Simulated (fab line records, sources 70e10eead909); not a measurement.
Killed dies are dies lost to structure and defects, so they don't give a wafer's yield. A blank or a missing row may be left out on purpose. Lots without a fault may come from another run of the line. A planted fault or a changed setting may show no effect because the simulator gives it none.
A sampling plan put to the test | flow nand_harc | one fab line, 32 faults that these records tell of, each judged on the records of the lots that it struck; 1 more is left out, because the records don't allow judging it
The plan is the line's own looks: the steps of the route at which a gauge or an inspection reads the wafer and doesn't change it. A look can be judged if struck wafers have a number there and the file gives its usual mean and standard deviation on fault-free wafers. Caught: at a look after the fault's first step, the mean of the struck wafers lies 4 or more of those standard deviations (sigma) from the usual mean. On the tool: the same test on the tool's own readings at the fault's steps. Another recipe on the struck wafers, or a record that is blank for them alone, also counts as caught.

THE FAULTS, as the simulator had put them in
1. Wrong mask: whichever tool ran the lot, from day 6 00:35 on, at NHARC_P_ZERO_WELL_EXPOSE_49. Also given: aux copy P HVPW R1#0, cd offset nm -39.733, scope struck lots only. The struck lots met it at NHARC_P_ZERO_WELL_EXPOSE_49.
2. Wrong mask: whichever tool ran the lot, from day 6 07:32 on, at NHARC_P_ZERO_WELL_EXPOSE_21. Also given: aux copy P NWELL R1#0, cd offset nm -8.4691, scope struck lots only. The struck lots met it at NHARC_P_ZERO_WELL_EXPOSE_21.
3. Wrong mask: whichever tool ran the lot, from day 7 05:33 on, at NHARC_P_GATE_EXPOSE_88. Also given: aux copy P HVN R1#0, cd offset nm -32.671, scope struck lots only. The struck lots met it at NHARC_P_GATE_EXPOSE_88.
4. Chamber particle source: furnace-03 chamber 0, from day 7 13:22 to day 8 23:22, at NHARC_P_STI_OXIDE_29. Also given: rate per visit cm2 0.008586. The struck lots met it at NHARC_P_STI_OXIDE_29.
5. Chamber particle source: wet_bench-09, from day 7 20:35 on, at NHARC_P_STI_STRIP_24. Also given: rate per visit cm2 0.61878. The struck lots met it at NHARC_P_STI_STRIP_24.
6. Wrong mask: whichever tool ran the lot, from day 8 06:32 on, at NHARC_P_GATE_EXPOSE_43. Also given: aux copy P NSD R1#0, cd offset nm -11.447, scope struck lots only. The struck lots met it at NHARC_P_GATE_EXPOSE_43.
7. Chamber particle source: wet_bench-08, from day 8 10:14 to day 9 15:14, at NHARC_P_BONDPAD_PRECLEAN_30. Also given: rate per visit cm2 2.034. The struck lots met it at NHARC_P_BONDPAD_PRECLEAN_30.
8. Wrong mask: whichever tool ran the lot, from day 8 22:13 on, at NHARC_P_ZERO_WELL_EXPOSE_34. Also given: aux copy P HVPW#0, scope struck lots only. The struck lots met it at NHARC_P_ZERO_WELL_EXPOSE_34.
9. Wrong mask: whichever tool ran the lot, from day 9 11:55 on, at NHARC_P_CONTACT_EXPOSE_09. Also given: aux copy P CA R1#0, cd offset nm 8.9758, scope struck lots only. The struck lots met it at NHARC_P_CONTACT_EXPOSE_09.
10. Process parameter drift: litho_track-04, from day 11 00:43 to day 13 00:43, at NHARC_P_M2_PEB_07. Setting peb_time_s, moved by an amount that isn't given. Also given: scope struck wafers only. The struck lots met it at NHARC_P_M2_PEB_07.
11. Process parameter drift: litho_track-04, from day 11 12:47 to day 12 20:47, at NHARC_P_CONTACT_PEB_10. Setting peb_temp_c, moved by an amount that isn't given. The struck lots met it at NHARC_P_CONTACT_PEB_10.
12. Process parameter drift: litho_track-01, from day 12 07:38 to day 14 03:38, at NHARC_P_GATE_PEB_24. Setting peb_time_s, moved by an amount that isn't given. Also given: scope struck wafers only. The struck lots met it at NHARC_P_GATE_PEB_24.
13. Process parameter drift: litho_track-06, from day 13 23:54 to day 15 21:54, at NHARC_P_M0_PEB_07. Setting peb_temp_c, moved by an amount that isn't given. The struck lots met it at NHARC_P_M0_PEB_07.
14. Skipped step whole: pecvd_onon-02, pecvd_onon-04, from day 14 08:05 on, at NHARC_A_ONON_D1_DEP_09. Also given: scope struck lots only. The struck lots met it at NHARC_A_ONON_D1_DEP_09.
15. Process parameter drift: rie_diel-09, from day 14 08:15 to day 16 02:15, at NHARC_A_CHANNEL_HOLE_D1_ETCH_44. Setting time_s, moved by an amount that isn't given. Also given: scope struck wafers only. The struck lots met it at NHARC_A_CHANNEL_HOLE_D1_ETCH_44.
16. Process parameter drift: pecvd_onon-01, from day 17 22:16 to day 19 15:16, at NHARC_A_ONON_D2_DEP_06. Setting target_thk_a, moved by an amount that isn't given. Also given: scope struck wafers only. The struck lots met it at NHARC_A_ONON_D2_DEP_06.
17. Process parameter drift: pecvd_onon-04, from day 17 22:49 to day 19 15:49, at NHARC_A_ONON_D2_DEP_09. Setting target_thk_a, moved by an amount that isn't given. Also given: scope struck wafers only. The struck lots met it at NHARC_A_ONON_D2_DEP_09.
18. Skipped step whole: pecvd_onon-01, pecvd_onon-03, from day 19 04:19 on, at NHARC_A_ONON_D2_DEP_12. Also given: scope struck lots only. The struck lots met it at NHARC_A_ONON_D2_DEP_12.
19. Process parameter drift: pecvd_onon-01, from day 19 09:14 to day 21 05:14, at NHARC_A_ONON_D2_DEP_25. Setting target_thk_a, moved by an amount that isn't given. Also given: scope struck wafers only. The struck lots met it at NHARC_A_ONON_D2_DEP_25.
20. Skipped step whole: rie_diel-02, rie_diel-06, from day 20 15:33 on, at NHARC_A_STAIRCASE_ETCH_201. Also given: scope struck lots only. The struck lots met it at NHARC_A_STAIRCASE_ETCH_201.
21. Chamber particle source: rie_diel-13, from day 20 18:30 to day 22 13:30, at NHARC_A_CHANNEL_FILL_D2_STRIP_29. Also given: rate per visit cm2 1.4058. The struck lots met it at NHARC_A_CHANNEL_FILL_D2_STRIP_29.
22. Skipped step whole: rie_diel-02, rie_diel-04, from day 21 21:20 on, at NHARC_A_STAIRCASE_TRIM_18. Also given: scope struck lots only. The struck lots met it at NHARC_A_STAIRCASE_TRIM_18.
23. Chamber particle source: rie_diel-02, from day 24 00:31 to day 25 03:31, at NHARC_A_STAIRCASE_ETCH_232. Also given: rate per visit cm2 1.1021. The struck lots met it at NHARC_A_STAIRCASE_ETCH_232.
24. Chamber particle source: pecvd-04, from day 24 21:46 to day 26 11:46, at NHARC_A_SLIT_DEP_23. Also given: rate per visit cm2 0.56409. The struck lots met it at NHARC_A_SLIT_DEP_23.
25. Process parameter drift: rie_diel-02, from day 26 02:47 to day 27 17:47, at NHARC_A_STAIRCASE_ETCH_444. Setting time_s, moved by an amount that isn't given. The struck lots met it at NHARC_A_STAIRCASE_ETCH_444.
26. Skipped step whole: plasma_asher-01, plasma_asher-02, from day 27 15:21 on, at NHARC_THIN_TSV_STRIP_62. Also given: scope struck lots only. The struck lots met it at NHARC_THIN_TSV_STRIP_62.
27. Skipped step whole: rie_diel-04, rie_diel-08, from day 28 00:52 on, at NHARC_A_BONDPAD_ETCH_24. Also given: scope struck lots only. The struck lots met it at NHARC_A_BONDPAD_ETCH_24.
28. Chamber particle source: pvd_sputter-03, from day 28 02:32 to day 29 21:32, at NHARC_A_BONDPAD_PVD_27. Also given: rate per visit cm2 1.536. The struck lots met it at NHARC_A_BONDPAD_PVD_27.
29. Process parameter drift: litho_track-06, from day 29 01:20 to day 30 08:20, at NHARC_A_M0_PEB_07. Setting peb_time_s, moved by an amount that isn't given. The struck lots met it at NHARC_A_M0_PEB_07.
30. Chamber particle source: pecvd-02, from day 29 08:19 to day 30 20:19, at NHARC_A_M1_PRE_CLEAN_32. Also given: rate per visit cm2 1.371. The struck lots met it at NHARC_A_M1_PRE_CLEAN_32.
31. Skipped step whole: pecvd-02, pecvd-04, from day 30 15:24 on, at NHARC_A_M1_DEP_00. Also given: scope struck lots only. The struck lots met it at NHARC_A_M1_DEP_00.
32. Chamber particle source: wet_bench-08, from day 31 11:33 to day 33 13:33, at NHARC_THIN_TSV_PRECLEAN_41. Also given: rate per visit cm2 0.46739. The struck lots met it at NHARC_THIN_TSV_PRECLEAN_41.

WHAT THE PLAN SAW
fault | on the tool itself                               | first look that catches it                      | reading, sigma                    | median hours from its first step to that look | hours from the fault's start to the first struck lot there | judged looks passed uncaught
1     | no reading that can be judged                    | NHARC_P_ZERO_WELL_CD_MEAS_52                    | cd_nm -29                         | 0.2                                           | 5                                                          | 0
2     | under 2 sigma                                    | NHARC_P_ZERO_WELL_CD_MEAS_24                    | cd_nm -6.8                        | 0.2                                           | 5                                                          | 0
3     | no reading that can be judged                    | NHARC_P_GATE_CD_MEAS_91                         | cd_nm -21                         | 0.2                                           | 3                                                          | 0
4     | under 2 sigma                                    | NHARC_P_STI_INSPECT_11                          | raw_defect_count +4.5             | 11.3                                          | 37                                                         | 1
5     | no reading that can be judged                    | NHARC_P_STI_INSPECT_25                          | raw_defect_count +6.9             | 10.7                                          | 19                                                         | 0
6     | no reading that can be judged                    | NHARC_P_GATE_CD_MEAS_46                         | cd_nm -7.8                        | 0.2                                           | 5                                                          | 0
7     | no reading that can be judged                    | NHARC_END_SORT_01                               | killed_at_periphery +30           | 420.8                                         | 419                                                        | 0
8     | under 2 sigma                                    | NHARC_END_SORT_01                               | killed_at_periphery +99 or beyond | 570.0                                         | 573                                                        | 0
9     | under 2 sigma                                    | NHARC_P_CONTACT_CD_MEAS_12                      | cd_nm +12                         | 0.1                                           | 2                                                          | 0
10    | no reading that can be judged                    | NHARC_P_M2_CD_MEAS_09                           | cd_nm +6.7                        | 0.1                                           | 1                                                          | 0
11    | plate_temp_C +27 sigma                           | NHARC_P_CONTACT_CD_MEAS_12                      | cd_nm +18                         | 0.1                                           | 16                                                         | 0
12    | under 2 sigma                                    | NHARC_P_GATE_CD_MEAS_26                         | cd_nm -22                         | 0.1                                           | 9                                                          | 0
13    | plate_temp_C +16 sigma                           | NHARC_P_M0_CD_MEAS_09                           | cd_nm +11                         | 0.1                                           | 7                                                          | 0
14    | the tool's record is blank for the struck wafers | NHARC_END_SORT_01                               | killed_dies +32                   | 401.0                                         | 398                                                        | 0
15    | run_length_s -28 sigma                           | NHARC_END_SORT_01                               | killed_dies +32                   | 377.8                                         | 382                                                        | 0
16    | no reading that can be judged                    | NHARC_A_ONON_D2_THK_MEAS_08                     | thk_nm +46                        | 0.4                                           | 20                                                         | 0
17    | no reading that can be judged                    | NHARC_A_ONON_D2_THK_MEAS_11                     | thk_nm +83                        | 0.5                                           | 20                                                         | 0
18    | the tool's record is blank for the struck wafers | NHARC_END_SORT_01                               | killed_dies +32                   | 306.2                                         | 290                                                        | 0
19    | under 2 sigma                                    | NHARC_A_ONON_D2_THK_MEAS_27                     | thk_nm +54                        | 0.4                                           | 5                                                          | 0
20    | the tool's record is blank for the struck wafers | NHARC_END_SORT_01                               | killed_dies +32                   | 205.9                                         | 215                                                        | 0
21    | under 2 sigma                                    | NHARC_END_SORT_01                               | killed_dies +4.3                  | 284.2                                         | 252                                                        | 0
22    | the tool's record is blank for the struck wafers | NHARC_END_SORT_01                               | killed_dies +32                   | 222.3                                         | 225                                                        | 0
23    | under 2 sigma                                    | NHARC_END_SORT_01                               | killed_dies +4.0                  | 223.2                                         | 224                                                        | 2
24    | under 2 sigma                                    | NHARC_A_SLIT_INSPECT_11                         | raw_defect_count +12              | 0.8                                           | 18                                                         | 0
25    | run_length_s +99 or beyond sigma                 | NHARC_END_SORT_01                               | killed_dies +32                   | 142.1                                         | 148                                                        | 0
26    | the tool's record is blank for the struck wafers | NHARC_END_SORT_01                               | killed_at_other +7.5              | 16.3                                          | 17                                                         | 0
27    | the tool's record is blank for the struck wafers | NHARC_END_SORT_01                               | defect_limited_yield -32          | 33.9                                          | 32                                                         | 0
28    | under 2 sigma                                    | NHARC_END_SORT_01                               | killed_dies +4.2                  | 30.0                                          | 30                                                         | 0
29    | under 2 sigma                                    | none of the 5 looks that can be judged after it | -                                 | -                                             | -                                                          | 5
30    | under 2 sigma                                    | none of the 2 looks that can be judged after it | -                                 | -                                             | -                                                          | 2
31    | the tool's record is blank for the struck wafers | NHARC_END_SORT_01                               | defect_limited_yield -32          | 45.0                                          | 40                                                         | 1
32    | under 2 sigma                                    | NHARC_END_SORT_01                               | killed_at_other +55               | 18.8                                          | 18                                                         | 0
A dash: the fault isn't caught, or these records don't give the number.

Caught at a look: 30 of 32. Caught on the tool: 11 of 32. By one or the other: 30 of 32.
Caught at a look alone: faults 1, 2, 3, 4, 5, 6, 7, 8, 9, 10, 12, 16, 17, 19, 21, 23, 24, 28, 32.
Caught by neither: faults 29, 30.

THINNER SAMPLING
If the look that catches a fault measured only every second or every third lot, by lot number, the first struck lot would be measured this late in the worst case:
fault | struck lots at that look, in order of time | every lot | every second lot | every third lot
1     | L617                                       | 5 h       | may miss it      | may miss it
2     | L298                                       | 5 h       | may miss it      | may miss it
3     | L996                                       | 3 h       | may miss it      | may miss it
4     | L402                                       | 37 h      | may miss it      | may miss it
5     | L573, L577                                 | 19 h      | may miss all 2   | may miss all 2
6     | L119                                       | 5 h       | may miss it      | may miss it
7     | L502, L503                                 | 419 h     | 446 h            | may miss all 2
8     | L846                                       | 573 h     | may miss it      | may miss it
9     | L652                                       | 2 h       | may miss it      | may miss it
10    | L394, L397                                 | 1 h       | 39 h             | may miss all 2
11    | L778, L779                                 | 16 h      | 29 h             | may miss all 2
12    | L588, L589                                 | 9 h       | 23 h             | may miss all 2
13    | L568, L569, L571                           | 7 h       | 23 h             | may miss all 3
14    | L855, L856, L857                           | 398 h     | 406 h            | 443 h
15    | L769, L770                                 | 382 h     | 407 h            | may miss all 2
16    | L510, L512                                 | 20 h      | may miss all 2   | may miss all 2
17    | L498                                       | 20 h      | may miss it      | may miss it
18    | L189, L190, L191                           | 290 h     | 327 h            | 334 h
19    | L708, L710                                 | 5 h       | may miss all 2   | may miss all 2
20    | L984, L987                                 | 215 h     | 231 h            | may miss all 2
21    | L350, L347, L349                           | 252 h     | 298 h            | may miss all 3
22    | L815, L817                                 | 225 h     | may miss all 2   | may miss all 2
23    | L748, L749                                 | 224 h     | 226 h            | may miss all 2
24    | L949, L951                                 | 18 h      | may miss all 2   | may miss all 2
25    | L543, L540                                 | 148 h     | 160 h            | may miss all 2
26    | L394, L397, L395                           | 17 h      | 40 h             | may miss all 3
27    | L573, L572                                 | 32 h      | 38 h             | may miss all 2
28    | L904, L908                                 | 30 h      | may miss all 2   | may miss all 2
31    | L230, L227, L228                           | 40 h      | 52 h             | may miss all 3
32    | L562, L564                                 | 18 h      | may miss all 2   | may miss all 2
Hours are from the fault's start to the first struck lot that is measured. The limit of 4 sigma was tested on all struck wafers together, so one lot alone may lie under it. Other struck lots may not be in these records.

THE LONGEST TIMED WAY FROM STEP TO LOOK
Fault 8: a median of 570.0 hours passes between NHARC_P_ZERO_WELL_EXPOSE_34 and NHARC_END_SORT_01. No look between them can be judged.
